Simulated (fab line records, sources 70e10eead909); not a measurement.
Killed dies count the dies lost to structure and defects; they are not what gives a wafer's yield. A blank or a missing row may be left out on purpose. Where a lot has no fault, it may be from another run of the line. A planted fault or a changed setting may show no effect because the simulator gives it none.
A struck lot beside a sound one :: flow nand-harc :: 15 steps out of a route of 1302
Sound: wafers L604.1, L604.4, L604.6. Struck: wafers L605.3, L605.5 (left out: L605.6, a lot-mate that was not struck); the cause follows at the end.
Order at every step that has rows: each side's tool, ch and its chambers, its first start. Under that, the readings that differ: sound wafers :: struck wafers :: difference of the means :: sigmas: that difference in standard deviations of wafers without a fault.
alike: a reading whose means differ by less than 2 such deviations, as well as words and numbers matching on both sides. not compared: withheld readings; readings where some wafer has no value; bounds like >300 that might hide an equal value; numbers whose values overlap and for which the record gives no deviation.
Wherever a step has rows on one side only, a row that says differs or no value, or a row with sigmas, the two part there. When numbers do not overlap yet have no deviation, they are printed without sigmas and do not part them. A reading that every wafer of one side lacks parts them only if that side has two wafers or more.

first, 8 steps without rows for these wafers: NHARC_A_CONTACT_COAT_34 (time 75 s); NHARC_A_CONTACT_COAT_35 (time 65 s); NHARC_A_CONTACT_COAT_36 (resist thk 90 nm); NHARC_A_CONTACT_SOFTBAKE_37 (time 55 s); NHARC_A_CONTACT_EBR_38; NHARC_A_CONTACT_EXPOSE_39 (exposes mask A CC 3); NHARC_A_CONTACT_PEB_40 (peb time 65 s); NHARC_A_CONTACT_DEVELOP_41 (develop time 35 s).
NHARC_A_CONTACT_CD_MEAS_42: the cd target is 300 nm.
  sound on cd-sem-03 ch 0, day 25 05:23; struck on cd-sem-03 ch 0, day 25 14:18
  alike: cd-nm
NHARC_A_CONTACT_OVL_MEAS_43:
  sound: overlay-01 at day 25 05:29; struck: overlay-01 at day 25 14:23
  alike: overlay-x-nm, overlay-y-nm
NHARC_A_CONTACT_INSPECT_44:
  sound: defect-inspect-02 at day 25 05:31; struck: defect-inspect-01 at day 25 14:25
reading: raw-defect-count
sound: 78 82 79
struck: 18 10
difference: -66
sigmas: -2
NHARC_A_CONTACT_DESCUM_47: chemistry O2, time 3 s.
  sound on rie-diel-10 ch 0,2, day 25 05:35; struck on rie-diel-11 ch 1,2, day 25 14:29
reading: throttle-valve-pct (%)
sound: 11.332 11.314 11.324
struck: 11.304 11.304
difference: -0.019
sigmas: -2
  alike: drypump-motor-current-A, oes-product-au, rf-vpp-V, showerhead-plenum-p-Torr
  not compared: rf-hours-counter-h
NHARC_A_CONTACT_ETCH_48: etches the open film in CF4, target depth 39 nm, time 65 s.
  sound on rie-diel-10 ch 1,2, day 25 05:40; struck on rie-diel-11 ch 2, day 25 14:35
reading: over-etch-frac
sound: 0.3 0.3 0.3
struck: 0.2226 0.2226
difference: -0.0774
sigmas: 
  alike: drypump-motor-current-A, oes-product-au, rf-fwd-power-W, rf-vpp-V, showerhead-plenum-p-Torr, throttle-valve-pct
  not compared: rf-hours-counter-h
NHARC_A_CONTACT_ETCH_49: etches the open film in N2/H2, target depth 260 nm, time 475.3 s.
  sound on rie-diel-10 ch 0,2,3; struck on rie-diel-11 ch 1,2
  alike: drypump-motor-current-A, oes-product-au, rf-fwd-power-W, rf-vpp-V, showerhead-plenum-p-Torr, throttle-valve-pct
  not compared: over-etch-frac, rf-hours-counter-h
-- break in the record here, with 6 days between the starts of the struck wafers on either side (left off in module A_CONTACT, picked up again in module END, where the first step shown is number 1302 on the route) --
NHARC_END_SORT_01:
  the record has rows for the struck wafers here (prober-01 ch 0, day 31 10:34) and none for the sound ones

== WHERE THEY PART ==
At NHARC_A_CONTACT_INSPECT_44 first; at NHARC_END_SORT_01 last (within this record only).

WHY: whatever the simulator had introduced
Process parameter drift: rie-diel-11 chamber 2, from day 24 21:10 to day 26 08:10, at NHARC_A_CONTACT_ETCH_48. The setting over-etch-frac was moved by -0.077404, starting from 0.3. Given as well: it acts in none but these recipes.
